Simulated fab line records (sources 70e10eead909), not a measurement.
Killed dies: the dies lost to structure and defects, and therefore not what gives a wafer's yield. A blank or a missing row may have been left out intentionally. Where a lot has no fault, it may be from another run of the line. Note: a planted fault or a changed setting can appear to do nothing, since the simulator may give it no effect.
Problem report in the 8D (eight disciplines) form, filled by code    flow nand harc    the parts of the form that need people (team, actions taken, sign-off) are left out

== 1. WHAT WENT WRONG ==
killed at periphery at NHARC_END_SORT_01 reads a mean of 90.0 on 1 wafer of 1 lot; wafers without a fault read 4.3 with a standard deviation of 2.8. That is +31 standard deviations from the usual mean.
Earliest sighting: wafer L969.5 on prober-02 at day 34 01:06. The record holds 2 wafers of 1 lot with a number at this step. The rule behind "out" and "out of limits": a value lying over 4 standard deviations away from the usual mean. All remaining wafers that have a number are taken as sound.

== 2. WHAT THIS IS AND IS NOT ==
question                     is                                is not
which readings at this step  killed at periphery, killed dies  killed at array, killed at other, killed open, killed short
which lots                   L969                              -
which wafers of those lots   L969.5                            L969.6
read on which gauges         prober-02                         -
when                         from day 34 01:06                 up to then (0 sound wafers); but 1 sound wafer of L969 came after

== 3. SUSPECTS, AND WHAT RULES EACH OUT ==
Counting: any tool at a process step up to the reading remains a suspect provided it ran every lot that is out. Sound lots after the first of them don't rule it out here, since some wafers of a struck lot are sound.
- the gauge at NHARC_END_SORT_01: kept. All the wafers that are out were read on prober-02, and no step on other tools shows them out.
- rie diel-05 at NHARC_P_STI_ETCH_42 (etches the open film in N2/H2, target depth 80 nm, overetch 24 nm, time 61 s): kept. It ran the lot that is out, L969 (day 11 23:26).
- plasma asher-01 at NHARC_THIN_TSV_STRIP_62 (strips in N2/H2, time 20 s): kept. It ran the lot that is out, L969 (day 33 05:13).
- Within rie diel-05 at NHARC_P_STI_ETCH_42: the wafers that are out ran in chamber 3; their sound lot-mates ran in chamber 0.
- Within plasma asher-01 at NHARC_THIN_TSV_STRIP_62: the wafers that are out ran in chamber 0; their sound lot-mates ran in chamber 1.
After the count, these remain: rie diel-05 at NHARC_P_STI_ETCH_42, plasma asher-01 at NHARC_THIN_TSV_STRIP_62 and prober-02 at NHARC_END_SORT_01.

== 4. THE CAUSE (what the simulator had put in) ==
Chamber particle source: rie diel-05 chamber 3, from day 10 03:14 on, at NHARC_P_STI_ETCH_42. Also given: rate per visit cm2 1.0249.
3 suspects survive the count, and this tool is in that group.

== 5. SEQUENCE OF EFFECTS, ordered by route ==
Each row: a reading whose mean over the struck wafers that have a number lies more than 3 standard deviations from the usual. Only readings whose record carries a usual standard deviation are examined. hours: median over the lots of the time between each lot's start at the first step of this table that gives one and its start at this step. sigmas: the change, counted in usual standard deviations.
hours  step               reading              usual  on struck wafers  change  sigmas
0      NHARC_END_SORT_01  killed at periphery  4.3    90.0              +85.7   +31
0      NHARC_END_SORT_01  killed dies          68     173               +105    +5.8

== 6. HOW IT WOULD HAVE BEEN CAUGHT EARLIER ==
Counted from the fault's start at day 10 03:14, it took 574 hours until the first out-of-limits reading at a measuring or inspecting step in this record, taken at day 34 01:06.
No tool reading at NHARC_P_STI_ETCH_42 that has a usual standard deviation in the record was out on any struck wafer, so an alarm limit of 4 standard deviations on those readings would not have fired.
Lots out: 1; all had begun NHARC_P_STI_ETCH_42 on rie diel-05 by day 34 01:06. Had the tool been put on hold then, not one of them would have been saved.
